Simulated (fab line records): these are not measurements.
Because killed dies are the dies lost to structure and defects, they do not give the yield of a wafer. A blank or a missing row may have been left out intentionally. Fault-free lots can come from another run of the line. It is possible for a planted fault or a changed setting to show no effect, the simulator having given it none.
One fault seen from 2 desks	flow n5-finfet	each desk holds nothing but its own numbers, with what lay behind them at the end

## THE TOOL OWNER'S DESK: pecvd-04
The tool's own readings at N5_BEOL_M12_ILD_DEP_00 (deposits SiOC from DEMS/O2, target thk 658.92 nm, time 130.7 s): means of the sampled wafers that have a number, for each lot that ran on this tool. The brackets show how far a lot's mean lies from the usual mean; more than 4 standard deviations puts the lot out of limits, marked OUT.
Columns: A = chamber-pressure-Torr at N5_BEOL_M12_ILD_DEP_00, usual 5.000 Torr; B = heater-power-outer-w at N5_BEOL_M12_ILD_DEP_00, usual 234 W; C = heater-power-w at N5_BEOL_M12_ILD_DEP_00, usual 440 W; D = run-length-s at N5_BEOL_M12_ILD_DEP_00, usual 176.0 s; E = showerhead-plenum-p-Torr at N5_BEOL_M12_ILD_DEP_00, usual 5.699 Torr; F = showerhead-vpp-V at N5_BEOL_M12_ILD_DEP_00, usual 1360 V; G = throttle-valve-pct at N5_BEOL_M12_ILD_DEP_00, usual 12.1 %
lot	first seen here	A	B	C	D	E	F	G
L544	day 11 13:59	4.998	234	440	176.0	5.709	1355	12.0
L547	day 13 01:30	4.998	254	469	176.6	5.688	1323	11.6
L561	day 16 17:22	4.995	249	456	190.0 (+28) OUT	5.708	1417	12.3
This desk finds L561 out of limits, L561 being first, at day 16 17:22 (run-length-s at N5_BEOL_M12_ILD_DEP_00). L544, L547: within limits.

## METROLOGY DESK
Means of the sampled wafers that have a number, per lot and without regard to the tool the lot ran on: this is what the gauges read. The brackets show how far a lot's mean lies from the usual mean; more than 4 standard deviations puts the lot out of limits, marked OUT.
Columns: A = M12_ILD_THK at N5_BEOL_M12_THK_MEAS_01, usual 658 nm
lot	first seen here	A
L544	day 11 14:07	662
L545	day 11 22:44	658
L547	day 13 01:38	668
L551	day 13 14:56	654
L550	day 13 22:27	648
L555	day 14 09:51	651
L561	day 16 17:29	729 (+8.7) OUT
L564	day 16 20:47	656
L566	day 18 01:49	664
This desk's finding: out of limits on L561; first on L561, day 16 17:29 (M12_ILD_THK at N5_BEOL_M12_THK_MEAS_01). L544, L545, L547, L551, L550, L555, L564, L566: within limits.

## ALL TOGETHER
At day 16 17:22, on L561, the tool owner's desk was in a position to raise an alarm.
An alarm was possible from the metrology desk at day 16 17:29, on L561.
On pecvd-04, each named lot ran N5_BEOL_M12_ILD_DEP_00.

## WHAT THE SIMULATOR HAD PUT IN
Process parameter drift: pecvd-04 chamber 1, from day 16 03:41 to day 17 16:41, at N5_BEOL_M12_ILD_DEP_00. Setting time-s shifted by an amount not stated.
Shown lots that were struck: L561.
Time in hours from fault onset to the first out-of-limits reading at each desk: tool owner's desk 14, metrology desk 14.
